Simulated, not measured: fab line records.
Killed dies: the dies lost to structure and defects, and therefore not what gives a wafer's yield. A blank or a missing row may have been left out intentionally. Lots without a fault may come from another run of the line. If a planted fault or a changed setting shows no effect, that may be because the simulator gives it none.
2 desks, one fault :: flow n5-finfet :: each desk holds nothing but its own numbers, with what lay behind them at the end

AT THE TOOL OWNER'S DESK: cvd-co-02
The tool's own readings at N5_BEOL_M9_CVD_78 (deposits Co from CCTBA/H2, target thk 2 nm, time 138.9 s): means of the sampled wafers that have a number, for each lot that ran on this tool. Any lot whose mean is over 4 standard deviations away from the usual mean is out of limits and marked OUT; that distance is given in the brackets.
Columns: A = chamber-pressure-Torr at N5_BEOL_M9_CVD_78, usual 29.99 Torr; B = run-length-s at N5_BEOL_M9_CVD_78, usual 162.1 s
lot: L863
first seen here: day 10 15:43
A: 30.05
B: 162.0

lot: L864
first seen here: day 10 21:14
A: 29.97
B: 162.0

lot: L870
first seen here: day 11 16:56
A: 30.01
B: 150.9 (-18) OUT

lot: L878
first seen here: day 14 08:40
A: 29.95
B: 161.8

lot: L881
first seen here: day 14 16:07
A: 29.92
B: 162.1

lot: L883
first seen here: day 15 22:29
A: 30.00
B: 162.2

lot: L885
first seen here: day 16 02:56
A: 30.01
B: 162.1

lot: L884
first seen here: day 16 07:14
A: 30.03
B: 162.4
This desk's verdict: out of limits on L870, starting with L870 at day 11 16:56 (run-length-s at N5_BEOL_M9_CVD_78). L863, L864, L878, L881, L883, L885, L884 stayed within limits.

THE DEFECT DESK
What the inspections along the route counted, lot by lot: means of the sampled wafers that have a number. Any lot whose mean is over 4 standard deviations away from the usual mean is out of limits and marked OUT; that distance is given in the brackets.
Columns: A = raw-defect-count at N5_BEOL_M9_INSPECT_58, usual 69
lot: L863
first seen here: day 10 17:01
A: 75

lot: L864
first seen here: day 10 22:41
A: 69

lot: L870
first seen here: day 11 18:02
A: 55

lot: L876
first seen here: day 13 23:43
A: 116

lot: L875
first seen here: day 14 00:18
A: 67

lot: L878
first seen here: day 14 11:22
A: 93

lot: L880
first seen here: day 14 15:13
A: 94

lot: L881
first seen here: day 14 17:42
A: 90

lot: L883
first seen here: day 16 00:15
A: 66

lot: L885
first seen here: day 16 04:11
A: 52

lot: L884
first seen here: day 16 08:22
A: 38
Result from this desk: across the 11 lots, nothing is out of limits.

ALL TOGETHER
At day 11 16:56, on L870, the tool owner's desk was in a position to raise an alarm.
Nothing out of limits was seen by the defect desk.
The defect desk has L870 on record, within its limits.
All the named lots went through N5_BEOL_M9_CVD_78 on cvd-co-02.

WHAT HAD BEEN PUT IN BY THE SIMULATOR
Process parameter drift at N5_BEOL_M9_CVD_78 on cvd-co-02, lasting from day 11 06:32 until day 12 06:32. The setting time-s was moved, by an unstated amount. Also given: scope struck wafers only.
Shown lots that were struck: L870.
Each desk's first reading out of limits, in hours after the fault started: the tool owner's desk, 10.
